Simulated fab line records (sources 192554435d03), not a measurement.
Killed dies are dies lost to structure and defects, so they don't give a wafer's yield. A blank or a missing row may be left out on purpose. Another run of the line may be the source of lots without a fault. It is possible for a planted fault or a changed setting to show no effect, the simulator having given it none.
fab line records | flow n5Finfet
record: lots: 7 wafers: 21
route steps=1938 shown BEOL_M6@1233 BEOL_M7@1263 BEOL_M8@1348 BEOL_M10@1480
startH: start of the lot's first displayed wafer, in hours after the record's first day | waitH: hours from the lot's prior step to this one | " as in the row above | L1.1+2: one row covering several wafers at once | - no value present, or no start provided | * or withheld: withheld | < > ~ a bound
route shown NAME@n: a module of which the file shows steps, and the number in the route of the first | usual: mean and standard deviation over wafers with no fault | same: alike in all rows | chamber/n: place in a boat | sites: per-site readings | _std_site: the values' standard deviation | _edge_site: the outer-site mean with the inner-site mean subtracted | radiusMm: how far each site lies from the wafer's centre | mask NAME#n: copy n | behind: the tool/chamber that last shaped the wafer | hold: cause of the lot's hold/its duration in hours/its outcome | device: the transistor (n, p or np) that didn't switch | end of line: tests of these same wafers at the route's end | a step with no rows: only its recipe | killed: dies lost to structure and defects at the first sort, not the wafer's yield | map: shows each die of a wafer: x if killed, . if not, _ if none is there
set.NAME: the setting the step ran with; set.NAME@STEP: the setting that earlier step ran with | model.NAME: the simulator's own value behind a step, which no gauge read
one table per step and one row per wafer, for lots whose settings were changed on purpose
== steps ==
step: N5_BEOL_M6_ETCH_66
recipe: chemistry: N2/H2 target: SOC targetDepthA: 800 overetchA: 160 maskMaterial: SiARC tempC: 40 timeS: 120 ionEnergyEv: 200 pressureMtorr: 30 sourceW: 840 biasW: 150 n2FlowSccm: 200 h2FlowSccm: 200
usual: rfVppV: 524.3/2.7
columns lot.wafer tool chamber startH waitH set.sourceW rfVppV
L074.1 rieDiel-02 2 173.05 0.0 940.3 508.0
L074.2 " 1 " " 840 524.2
L074.3 " 3 " " 940.3 502.0
L076.1 rieDiel-01 0 193.47 0.0 840 520.2
L076.2 " 3 " " 840 521.3
L076.6 " 0 " " 714.4 549.6
L083.3 rieDiel-06 3 238.24 0.0 840 527.0
L083.4 " 1 " " 801.6 529.7
L083.5 " 1 " " 840 521.3
L089.1 rieDiel-02 0 272.47 0.0 840 523.7
L089.4 " 0 " " 840 524.7
L089.5 " 0 " " 840 523.9
L092.1 rieDiel-02 3 293.52 0.0 772.1 534.7
L092.4 " 1 " " 840 524.1
L092.6 " 3 " " 840 520.8
L095.1 rieDiel-06 2 316.20 0.0 901.1 516.0
L095.3 " 3 " " 901.1 515.4
L095.4 " 0 " " 901.1 516.1
L096.2 rieDiel-06 2 324.10 0.0 893.3 518.1
L096.4 " 3 " " 840 527.9
L096.5 " 0 " " 840 528.2
step: N5_BEOL_M7_ILD_DEP_00
recipe: material: SiCOH_lowk targetThkA: 1797.5 tempC: 300 precursor: DEMS/porogen pressureTorr: 5 rfW: 500 timeS: 33.4
columns lot.wafer tool chamber startH waitH set.timeS model.SiCOH_lowk_of_BEOL_M7_ILD_DEP_00.thkNm
L074.1+3 pecvd-04 0,2 175.87 0.0 33.4 178.4
L074.2 " 1 " " 36.07 192.4
L076.1 pecvd-02 1 196.25 0.0 33.4 182.4
L076.2 " 0 " " 33.4 180.2
L076.6 " 1 " " 33.4 186.2
L083.3 pecvd-02 2 242.40 0.0 35.11 187.6
L083.4 " 0 " " 33.4 181
L083.5 " 2 " " 35.11 190.4
L089.1 pecvd-02 0 276.72 0.0 33.4 179.4
L089.4 " 2 " " 33.4 184.6
L089.5 " 0 " " 33.4 181.8
L092.1 pecvd-02 2 296.60 0.0 33.4 180.6
L092.4 " 1 " " 33.4 182.2
L092.6 " 0 " " 36.34 196.6
L095.1 pecvd-04 1 318.98 0.0 32.13 170.2
L095.3 " 2 " " 32.13 169
L095.4 " 0 " " 33.4 182
L096.2 pecvd-04 2 327.83 0.0 36.26 189.4
L096.4 " 2 " " 36.26 191.6
L096.5 " 2 " " 33.4 177.6
step: N5_BEOL_M7_CURE_74
recipe: tempC: 385 timeS: 240 ambient: He/Ar material: SiCOH_lowk
columns lot.wafer tool chamber startH waitH set.timeS@BEOL_M7_ILD_DEP_00 model.SiCOH_lowk_of_BEOL_M7_ILD_DEP_00.thkNm
L074.1+3 uvCure-02 1 175.93 0.0 33.4 153.8
L074.2 " 1 " " 36.07 166
L076.1 uvCure-02 2 196.31 0.0 33.4 157.4
L076.2 " 2 " " 33.4 155.4
L076.6 " 2 " " 33.4 160.8
L083.3 uvCure-01 0 242.62 0.2 35.11 162
L083.4 " 0 " " 33.4 156.2
L083.5 " 0 " " 35.11 164.2
L089.1 uvCure-01 2 276.79 0.0 33.4 154.8
L089.4 " 2 " " 33.4 159.2
L089.5 " 2 " " 33.4 156.8
L092.1 uvCure-02 1 296.67 0.0 33.4 155.6
L092.4 " 1 " " 33.4 157.2
L092.6 " 1 " " 36.34 169.8
L095.1 uvCure-03 0 319.08 0.1 32.13 146.8
L095.3 " 0 " " 32.13 145.6
L095.4 " 0 " " 33.4 157
L096.2 uvCure-02 1 328.09 0.2 36.26 163.4
L096.4 " 1 " " 36.26 165.4
L096.5 " 1 " " 33.4 153.2
step: N5_BEOL_M7_THK_MEAS_01
recipe: reads: SiCOH_lowk_of_BEOL_M7_ILD_DEP_00
usual: M7_ILD_THK: 155.1/2.3
columns lot.wafer tool chamber startH waitH set.timeS@BEOL_M7_ILD_DEP_00 M7_ILD_THK[nm]
L074.1 filmMetro-02 - 176.44 0.4 33.4 153.9
L074.2 " - " " 36.07 165.9
L074.3 " - " " 33.4 153.8
L076.1 filmMetro-02 - 196.83 0.4 33.4 157.4
L076.2 " - " " 33.4 155.3
L076.6 " - " " 33.4 160.8
L083.3 filmMetro-02 - 242.97 0.3 35.11 161.9
L083.4 " - " " 33.4 156.1
L083.5 " - " " 35.11 164.3
L089.1 filmMetro-02 - 277.30 0.4 33.4 154.6
L089.4 " - " " 33.4 159.1
L089.5 " - " " 33.4 156.7
L092.1 filmMetro-02 - 297.18 0.4 33.4 155.6
L092.4 " - " " 33.4 157.1
L092.6 " - " " 36.34 169.7
L095.1 filmMetro-02 - 319.60 0.4 32.13 146.6
L095.3 " - " " 32.13 145.6
L095.4 " - " " 33.4 157.0
L096.2 filmMetro-02 - 328.93 0.7 36.26 163.3
L096.4 " - " " 36.26 165.1
L096.5 " - " " 33.4 153.1
step: N5_BEOL_M7_HM_DEP_02
recipe: material: TiN targetThkA: 200 tempC: 25 chamberPressurePa: 0.49996
columns lot.wafer tool chamber startH waitH set.targetThkA model.TiN_of_BEOL_M7_HM_DEP_02.thkNm
L074.1 pvdSputter-02 - 176.89 0.4 200 20
L074.2 " - " " 200 19.8
L074.3 " - " " 223.2 22.2
L076.1+2 pvdSputter-02 - 198.80 1.9 200 19.8
L076.6 " - " " 191.8 18.8
L083.3+4 pvdSputter-03 - 243.50 0.5 200 20.2
L083.5 " - " " 176.4 18
L089.1+4+5 pvdSputter-03 - 279.59 2.2 200 20
L092.1+6 pvdSputter-03 - 297.30 0.1 200 20
L092.4 " - " " 200 20.2
L095.1+3 pvdSputter-02 - 320.52 0.9 200 20
L095.4 " - " " 200 19.6
L096.2 pvdSputter-02 - 332.29 3.3 173.7 17
L096.4 " - " " 173.7 17.2
L096.5 " - " " 200 19.8
step: N5_BEOL_M7_COAT_59
recipe: resist: SOC tempC: 250 timeS: 60 spinRpm: 1500 resistThkNm: 100
step: N5_BEOL_M7_COAT_60
recipe: resist: SiARC tempC: 220 timeS: 60 spinRpm: 1500 resistThkNm: 35
step: N5_BEOL_M7_STRIP_68
recipe: chemistry: N2/H2 tempC: 40 n2FlowSccm: 200 h2FlowSccm: 200 rfFrequencyHz: 6e+07
step: N5_BEOL_M7_STRIP_67
recipe: chemistry: CF4 resist: SiARC powerW: 300 biasPowerW: 75 pressureMtorr: 50 cf4FlowSccm: 150 rfFrequencyHz: 6e+07
step: N5_BEOL_M7_HM_OPEN_17
recipe: chemistry: Cl2/BCl3 targetDepthA: 200 overetchA: 60 target: TiN maskMaterial: SOC ionEnergyEv: 150 pressureMtorr: 10 icpW: 1000 biasW: 126 Cl2_flow_sccm: 53.25 bcl3FlowSccm: 21.75 Ar_flow_sccm: 25
columns lot.wafer tool chamber startH waitH set.targetThkA@BEOL_M7_HM_DEP_02 model.etch.depthNm
L074.1 rieMetal-01 1 178.38 0.0 200 19.93
L074.2 " 0 " " 200 19.76
L074.3 " 1 " " 223.2 22.26
L076.1 rieMetal-01 1 199.68 0.0 200 19.86
L076.2 " 0 " " 200 19.88
L076.6 " 0 " " 191.8 18.84
L083.3 rieMetal-03 0 244.44 0.1 200 20.2
L083.4 " 1 " " 200 20.21
L083.5 " 1 " " 176.4 17.93
L089.1 rieMetal-02 0 280.54 0.0 200 20.03
L089.4 " 0 " " 200 20.08
L089.5 " 0 " " 200 20.05
L092.1 rieMetal-03 0 298.04 0.0 200 20.01
L092.4 " 1 " " 200 20.17
L092.6 " 1 " " 200 20.02
L095.1 rieMetal-01 1 321.39 0.0 200 20.01
L095.3 " 0 " " 200 20.08
L095.4 " 1 " " 200 19.67
L096.2 rieMetal-01 1 333.14 0.0 173.7 16.99
L096.4 " 1 " " 173.7 17.2
L096.5 " 1 " " 200 19.89
step: N5_BEOL_M7_STRIP_19
recipe: chemistry: O2 powerW: 400 tempC: 40 pressureMtorr: 30 rfFrequencyHz: 6e+07 biasPowerW: 0 overashFraction: 0.2 o2FlowSccm: 225
step: N5_BEOL_M7_STRIP_76
recipe: chemistry: C4F6/O2 resist: SiARC rfFrequencyHz: 6e+07
step: N5_BEOL_M7_STRIP_36
recipe: chemistry: N2/H2 powerW: 450 tempC: 40 pressureMtorr: 20 rfFrequencyHz: 6e+07 overashFraction: 0.3 biasPowerW: 7 h2Frac: 0.5 n2FlowSccm: 200 h2FlowSccm: 200
step: N5_BEOL_M7_TRENCH_ETCH_37
recipe: chemistry: C4F6/O2 targetDepthA: 934.78 target: SiCOH_lowk timeS: 31.2 ionEnergyEv: 250 pressureMtorr: 30 sourceW: 345 biasW: 185 Ar_flow_sccm: 300 C4F6_flow_sccm: 10 O2_flow_sccm: 10
columns lot.wafer tool chamber startH waitH set.targetThkA@BEOL_M7_HM_DEP_02 model.TiN_of_BEOL_M7_HM_DEP_02.thkNm
L074.1 rieDiel-04 2 - - 200 17.2
L074.2 " 0 " " 200 17
L074.3 " 3 " " 223.2 19.6
L076.1 rieDiel-05 2 - - 200 17.2
L076.2 " 1 " " 200 17.4
L076.6 " 0 " " 191.8 16.2
L083.3+4 rieDiel-04 2,1 - - 200 17.6
L083.5 " 2 " " 176.4 15.2
L089.1+4+5 rieDiel-05 1,0,0 - - 200 17.4
L092.1 rieDiel-04 0 - - 200 17.2
L092.4+6 " 0,3 " " 200 17.4
L095.1+3 rieDiel-05 2,3 - - 200 17.4
L095.4 " 0 " " 200 17
L096.2 rieDiel-05 2 - - 173.7 14.2
L096.4 " 0 " " 173.7 14.6
L096.5 " 2 " " 200 17.2
step: N5_BEOL_M8_DESCUM_16
recipe: chemistry: O2 timeS: 7.9 sourcePowerW: 50 biasPowerW: 20 pressureMtorr: 20 rfFrequencyHz: 2.712e+07 tempC: 40 resist: CAR-ArF o2FlowSccm: 225
columns lot.wafer tool chamber startH waitH set.timeS model.CAR-ArF_of_BEOL_M8_COAT_05.thkNm
L074.1 rieDiel-01 3 185.40 0.0 7.9 83.8
L074.2 " 0 " " 6.505 84.8
L074.3 " 1 " " 6.505 85
L076.1 rieDiel-06 3 211.43 0.0 9.559 82.2
L076.2 " 0 " " 7.9 83.4
L076.6 " 1 " " 7.9 83.6
L083.3+4 rieDiel-01 1,3 250.50 0.2 7.9 83.2
L083.5 " 1 " " 7.9 83.6
L089.1+4+5 rieDiel-06 3,2,1 292.30 0.3 7.9 83.6
L092.1 rieDiel-02 3 305.87 0.3 7.9 83.2
L092.4+6 " 0,1 " " 6.22 84.2
L095.1 rieDiel-02 1 332.50 0.1 6.393 84
L095.3 " 1 " " 7.9 83.4
L095.4 " 0 " " 7.9 83
L096.2+4 rieDiel-01 2,1 341.34 0.0 6.2 84.2
L096.5 " 1 " " 7.9 83
step: N5_BEOL_M8_ETCH_61
recipe: chemistry: CF4 target: SiARC targetDepthA: 455 maskMaterial: CAR-ArF timeS: 75.8 ionEnergyEv: 80 pressureMtorr: 40 sourceW: 545 biasW: 36 Ar_flow_sccm: 100 cf4FlowSccm: 100 ends: cleared
columns lot.wafer tool chamber startH waitH set.timeS@BEOL_M8_DESCUM_16 model.CAR-ArF_of_BEOL_M8_COAT_05.thkNm
L074.1 rieDiel-01 3 185.44 0.0 7.9 51.4
L074.2 " 0 " " 6.505 52.4
L074.3 " 1 " " 6.505 52.6
L076.1 rieDiel-06 3 211.46 0.0 9.559 49.8
L076.2 " 0 " " 7.9 50.8
L076.6 " 1 " " 7.9 51.2
L083.3+4 rieDiel-01 1,3 250.54 0.0 7.9 50.6
L083.5 " 1 " " 7.9 51
L089.1+4+5 rieDiel-06 3,2,1 292.33 0.0 7.9 51
L092.1 rieDiel-02 3 305.91 0.0 7.9 50.6
L092.4 " 0 " " 6.22 51.6
L092.6 " 1 " " 6.22 51.8
L095.1 rieDiel-02 1 332.55 0.0 6.393 51.4
L095.3 " 1 " " 7.9 51
L095.4 " 0 " " 7.9 50.6
L096.2 rieDiel-01 2 341.38 0.0 6.2 51.4
L096.4 " 1 " " 6.2 51.6
L096.5 " 1 " " 7.9 50.4
step: N5_BEOL_M8_TRENCH_ETCH_37
recipe: chemistry: C4F6/O2 targetDepthA: 934.78 target: SiCOH_lowk timeS: 31.2 ionEnergyEv: 250 pressureMtorr: 30 sourceW: 345 biasW: 185 Ar_flow_sccm: 300 C4F6_flow_sccm: 10 O2_flow_sccm: 10
usual: rfVppV: 666/7
columns lot.wafer tool chamber startH waitH set.sourceW rfVppV
L074.1 rieDiel-02 2 - - 345 653
L074.2 " 3 " " 345 665
L074.3 " 1 " " 345 662
L076.1 rieDiel-01 2 - - 324.7 681
L076.2 " 0 " " 345 656
L076.6 " 1 " " 324.7 685
L083.3 rieDiel-02 3 - - 297.3 716
L083.4 " 1 " " 345 661
L083.5 " 2 " " 345 654
L089.1 rieDiel-06 2 - - 345 671
L089.4 " 3 " " 345 678
L089.5 " 3 " " 345 679
L092.1 rieDiel-06 0 - - 327.2 690
L092.4 " 2 " " 345 671
L092.6 " 0 " " 327.2 691
L095.1 rieDiel-01 3 - - 345 666
L095.3 " 1 " " 375.9 635
L095.4 " 0 " " 375.9 637
L096.2 rieDiel-06 2 - - 376.2 641
L096.4 " 0 " " 345 672
L096.5 " 1 " " 376.2 636
step: N5_BEOL_M10_EXPOSE_08
recipe: maskId: M10 na: 1.35 sourceShape: dipole sigmaInner: 0.411 sigmaOuter: 0.611 polarization: te doseMj: 53.75
columns lot.wafer tool chamber startH waitH mask set.doseMj
L074.1+3 arfiScanner-03 0 199.42 - M10#0 53.75
L074.2 " 0 " " M10#0 56.35
L076.1+6 arfiScanner-02 0 225.84 - M10#0 53.75
L076.2 " 0 " " M10#0 57.62
L083.3+5 arfiScanner-02 0 266.19 - M10#0 53.75
L083.4 " 0 " " M10#0 52.2
L089.1+4+5 arfiScanner-02 0 305.26 - M10#0 53.75
L092.1 arfiScanner-03 0 320.96 - M10#0 53.75
L092.4+6 " 0 " " M10#0 51.19
L095.1+3+4 arfiScanner-01 0 350.32 - M10#0 53.75
L096.2+5 arfiScanner-02 0 357.40 - M10#0 52.13
L096.4 " 0 " " M10#0 53.75
step: N5_BEOL_M10_PEB_09
recipe: pebTempC: withheld pebTimeS: 60 resist: CAR-ArF
step: N5_BEOL_M10_DEVELOP_10
recipe: developTimeS: 30 developer: TMAH resist: CAR-ArF rinseLiquid: diw dry: airSpin devTempC: 23
step: N5_BEOL_M10_CD_MEAS_11
recipe: targetCdNm: 64.1 landingEnergyEv: 500 detector: seInlens polarity: opening
usual: cdNm: 64.1/0.65
columns lot.wafer tool chamber startH waitH set.doseMj@BEOL_M10_EXPOSE_08 cdNm
L074.1 cdSem-03 0 199.55 - 53.75 64.2
L074.2 " 0 " " 56.35 66.9
L074.3 " 0 " " 53.75 64.2
L076.1 cdSem-01 0 225.96 - 53.75 64.8
L076.2 " 0 " " 57.62 68.5
L076.6 " 0 " " 53.75 64.2
L083.3 cdSem-02 0 266.31 - 53.75 65.1
L083.4 " 0 " " 52.2 64.5
L083.5 " 0 " " 53.75 64.4
L089.1 cdSem-02 0 305.39 - 53.75 64.2
L089.4 " 0 " " 53.75 64.8
L089.5 " 0 " " 53.75 65.2
L092.1 cdSem-02 0 321.09 - 53.75 63.9
L092.4 " 0 " " 51.19 61.4
L092.6 " 0 " " 51.19 60.9
L095.1 cdSem-02 0 350.44 - 53.75 64.4
L095.3 " 0 " " 53.75 63.5
L095.4 " 0 " " 53.75 63.9
L096.2 cdSem-01 0 357.52 - 52.13 63.2
L096.4 " 0 " " 53.75 63.4
L096.5 " 0 " " 52.13 62.3
step: N5_BEOL_M10_DESCUM_16
recipe: chemistry: O2 timeS: 7.9 sourcePowerW: 50 biasPowerW: 20 pressureMtorr: 20 rfFrequencyHz: 2.712e+07 tempC: 40 resist: CAR-ArF o2FlowSccm: 225
step: N5_BEOL_M10_ETCH_61
recipe: chemistry: CF4 target: SiARC targetDepthA: 390 maskMaterial: CAR-ArF timeS: 65 ionEnergyEv: 80 pressureMtorr: 40 sourceW: 545 biasW: 36 Ar_flow_sccm: 100 cf4FlowSccm: 100 ends: cleared
step: N5_BEOL_M10_ETCH_62
recipe: chemistry: N2/H2 target: SOC targetDepthA: 1100 overetchA: 220 maskMaterial: SiARC tempC: 40 timeS: 165 ionEnergyEv: 200 pressureMtorr: 30 sourceW: 840 biasW: 150 n2FlowSccm: 200 h2FlowSccm: 200
columns lot.wafer tool chamber startH waitH set.doseMj@BEOL_M10_EXPOSE_08 model.BEOL_M10.cdOffsetNm
L074.1+3 rieDiel-02 2,3 199.73 0.0 53.75 0.4
L074.2 " 0 " " 56.35 3.2
L076.1 rieDiel-06 3 226.28 0.0 53.75 0.8
L076.2 " 2 " " 57.62 4.6
L076.6 " 2 " " 53.75 0.4
L083.3 rieDiel-02 0 266.89 0.1 53.75 1.4
L083.4 " 3 " " 52.2 0.2
L083.5 " 0 " " 53.75 0.6
L089.1 rieDiel-06 2 305.71 0.0 53.75 0.4
L089.4 " 3 " " 53.75 1.2
L089.5 " 1 " " 53.75 1.6
L092.1 rieDiel-02 3 321.44 0.0 53.75 -0.6
L092.4 " 1 " " 51.19 -2.8
L092.6 " 0 " " 51.19 -2.6
L095.1 rieDiel-01 3 350.98 0.0 53.75 0.4
L095.3+4 " 2,1 " " 53.75 -0.2
L096.2 rieDiel-06 1 357.70 0.0 52.13 -0.6
L096.4 " 3 " " 53.75 -0.6
L096.5 " 0 " " 52.13 -1.4
step: N5_BEOL_M10_STRIP_68
recipe: chemistry: N2/H2 tempC: 40 n2FlowSccm: 200 h2FlowSccm: 200 rfFrequencyHz: 6e+07
step: N5_BEOL_M10_STRIP_67
recipe: chemistry: CF4 resist: SiARC powerW: 300 biasPowerW: 75 pressureMtorr: 50 cf4FlowSccm: 150 rfFrequencyHz: 6e+07
step: N5_BEOL_M10_HM_OPEN_17
recipe: chemistry: Cl2/BCl3 targetDepthA: 200 overetchA: 60 target: TiN maskMaterial: SOC ionEnergyEv: 150 pressureMtorr: 10 icpW: 1000 biasW: 126 Cl2_flow_sccm: 53.25 bcl3FlowSccm: 21.75 Ar_flow_sccm: 25
step: N5_BEOL_M10_STRIP_19
recipe: chemistry: O2 powerW: 400 tempC: 40 pressureMtorr: 30 rfFrequencyHz: 6e+07 biasPowerW: 0 overashFraction: 0.2 o2FlowSccm: 225
step: N5_BEOL_M10_CD_MEAS_18
recipe: pitchNm: 140 targetCdNm: 70
usual: cdNm: 70.2/0.6
columns lot.wafer tool chamber startH waitH set.doseMj@BEOL_M10_EXPOSE_08 cdNm
L074.1 cdSem-01 - 200.10 0.0 53.75 70.7
L074.2 " - " " 56.35 73.2
L074.3 " - " " 53.75 70.8
L076.1 cdSem-03 - 226.78 0.0 53.75 71.0
L076.2 " - " " 57.62 74.7
L076.6 " - " " 53.75 70.5
L083.3 cdSem-02 - 267.37 0.1 53.75 71.4
L083.4 " - " " 52.2 69.8
L083.5 " - " " 53.75 70.0
L089.1 cdSem-01 - 306.14 0.0 53.75 70.1
L089.4 " - " " 53.75 70.9
L089.5 " - " " 53.75 71.7
L092.1 cdSem-03 - 321.85 0.0 53.75 69.5
L092.4 " - " " 51.19 67.5
L092.6 " - " " 51.19 67.6
L095.1 cdSem-03 - 351.37 0.0 53.75 70.1
L095.3 " - " " 53.75 69.7
L095.4 " - " " 53.75 69.5
L096.2 cdSem-03 - 358.06 0.1 52.13 69.6
L096.4 " - " " 53.75 69.5
L096.5 " - " " 52.13 68.7
step: N5_BEOL_M10_COAT_63
recipe: resist: SOC tempC: 250 timeS: 60 spinRpm: 1500 resistThkNm: 100
step: N5_BEOL_M10_COAT_64
recipe: resist: SiARC tempC: 220 timeS: 60 spinRpm: 1500 resistThkNm: 30
step: N5_BEOL_M10_PRECLEAN_42
recipe: chemistry: residueRemover timeS: 60 tempC: 40
step: N5_BEOL_M10_SRD_43
recipe: timeS: 30 tempC: 23 rinseLiquid: diw dry: ipaMarangoni
step: N5_BEOL_M10_CD_MEAS_35
recipe: targetCdNm: 70 polarity: opening
usual: cdNm: 70.2/0.65
columns lot.wafer tool chamber startH waitH set.doseMj@BEOL_M10_EXPOSE_08 cdNm
L074.1 cdSem-01 - 204.14 0.0 53.75 70.5
L074.2 " - " " 56.35 72.9
L074.3 " - " " 53.75 70.7
L076.1 cdSem-01 - 227.99 0.0 53.75 71.2
L076.2 " - " " 57.62 74.9
L076.6 " - " " 53.75 70.4
L083.3 cdSem-03 - 268.83 0.0 53.75 71.8
L083.4 " - " " 52.2 69.7
L083.5 " - " " 53.75 70.3
L089.1 cdSem-03 - 307.62 0.0 53.75 70.8
L089.4 " - " " 53.75 71.2
L089.5 " - " " 53.75 71.7
L092.1 cdSem-01 - 323.97 0.0 53.75 69.3
L092.4 " - " " 51.19 67.2
L092.6 " - " " 51.19 67.9
L095.1 cdSem-02 - 353.45 0.0 53.75 70.2
L095.3 " - " " 53.75 69.9
L095.4 " - " " 53.75 69.3
L096.2 cdSem-02 - 360.29 0.0 52.13 69.2
L096.4 " - " " 53.75 69.7
L096.5 " - " " 52.13 68.6
== key ==
split: step: N5_BEOL_M6_ETCH_66 setting: sourceW stated: 840 by: wafer
response: step: N5_BEOL_M6_ETCH_66 reading: rfVppV change: -1.72 per: 1% r: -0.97
split: step: N5_BEOL_M7_ILD_DEP_00 setting: timeS stated: 33.4 by: wafer
response: step: N5_BEOL_M7_ILD_DEP_00 reading: model.SiCOH_lowk_of_BEOL_M7_ILD_DEP_00.thkNm change: +1.74 per: 1% r: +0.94
response: step: N5_BEOL_M7_CURE_74 reading: model.SiCOH_lowk_of_BEOL_M7_ILD_DEP_00.thkNm change: +1.52 per: 1% r: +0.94
response: step: N5_BEOL_M7_THK_MEAS_01 reading: M7_ILD_THK change: +1.51 per: 1% r: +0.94
split: step: N5_BEOL_M7_HM_DEP_02 setting: targetThkA stated: 200 by: wafer
response: step: N5_BEOL_M7_HM_DEP_02 reading: model.TiN_of_BEOL_M7_HM_DEP_02.thkNm change: +0.199 per: 1% r: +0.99
response: step: N5_BEOL_M7_HM_OPEN_17 reading: model.etch.depthNm change: +0.207 per: 1% r: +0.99
response: step: N5_BEOL_M7_TRENCH_ETCH_37 reading: model.TiN_of_BEOL_M7_HM_DEP_02.thkNm change: +0.213 per: 1% r: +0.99
split: step: N5_BEOL_M8_DESCUM_16 setting: timeS stated: 7.9 by: wafer
response: step: N5_BEOL_M8_DESCUM_16 reading: model.CAR-ArF_of_BEOL_M8_COAT_05.thkNm change: -0.0537 per: 1% r: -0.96
response: step: N5_BEOL_M8_ETCH_61 reading: model.CAR-ArF_of_BEOL_M8_COAT_05.thkNm change: -0.0508 per: 1% r: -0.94
split: step: N5_BEOL_M8_TRENCH_ETCH_37 setting: sourceW stated: 345 by: wafer
response: step: N5_BEOL_M8_TRENCH_ETCH_37 reading: rfVppV change: -3.98 per: 1% r: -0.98
split: step: N5_BEOL_M10_EXPOSE_08 setting: doseMj stated: 53.75 by: wafer
response: step: N5_BEOL_M10_CD_MEAS_11 reading: cdNm change: +0.505 per: 1% r: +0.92
response: step: N5_BEOL_M10_ETCH_62 reading: model.BEOL_M10.cdOffsetNm change: +0.484 per: 1% r: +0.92
response: step: N5_BEOL_M10_CD_MEAS_18 reading: cdNm change: +0.465 per: 1% r: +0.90
response: step: N5_BEOL_M10_CD_MEAS_35 reading: cdNm change: +0.48 per: 1% r: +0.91
